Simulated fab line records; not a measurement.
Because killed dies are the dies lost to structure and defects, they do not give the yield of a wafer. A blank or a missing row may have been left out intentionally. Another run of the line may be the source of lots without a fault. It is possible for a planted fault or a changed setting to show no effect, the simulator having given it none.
Chamber matching + flow n5_finfet + rie_diel-01 running N5_BEOL_M3_STRIP_19: 4 sister chambers
The step strips in O2. 4 wafers are shown with their chamber, then 12 later ones without.

== WAFERS, EACH WITH ITS CHAMBER ==
| wafer  | chamber | drypump_motor_current_A (A) |
|--------|---------|-----------------------------|
| L087.5 | 0       | 5.9                         |
| L090.1 | 2       | 5.5                         |
| L090.2 | 3       | 6.4                         |
| L090.3 | 1       | 5.2                         |

== WAFERS MISSING THEIR CHAMBER ==
| wafer  | drypump_motor_current_A (A) |
|--------|-----------------------------|
| L090.4 | 5.9                         |
| L090.5 | 6.4                         |
| L090.6 | 5.5                         |
| L091.1 | 6.4                         |
| L091.3 | 5.9                         |
| L091.5 | 5.9                         |
| L094.2 | 5.1                         |
| L094.4 | 6.4                         |
| L094.5 | 5.9                         |
| L096.2 | 5.9                         |
| L096.3 | 5.5                         |
| L096.5 | 5.4                         |

== CHAMBER TAKEN BY EACH ==
| wafer  | from the rows above | in truth |
|--------|---------------------|----------|
| L090.4 | 0                   | 0        |
| L090.5 | 3                   | 3        |
| L090.6 | 2                   | 2        |
| L091.1 | 3                   | 3        |
| L091.3 | 0                   | 0        |
| L091.5 | 0                   | 0        |
| L094.2 | 1                   | 1        |
| L094.4 | 3                   | 3        |
| L094.5 | 0                   | 0        |
| L096.2 | 0                   | 0        |
| L096.3 | 2                   | 2        |
| L096.5 | 2                   | 2        |
Correctly placed: 12 of 12. Can't be placed from these rows: 0. Number placed wrongly: 0.
How it was worked out, from the rows above alone: a wafer's distance from a chamber is the root of the sum, over the readings, of the square of ((its reading less the chamber's mean) divided by the reading's scatter). If the next closest chamber is less than 2 further off than the closest, the wafer can't be placed; otherwise it belongs to the closest. Each chamber's mean is taken over the wafers shown for it. The scatter (one wafer shown for each chamber): square how far every hidden wafer sits from the nearest shown wafer, average those squares and take the square root.
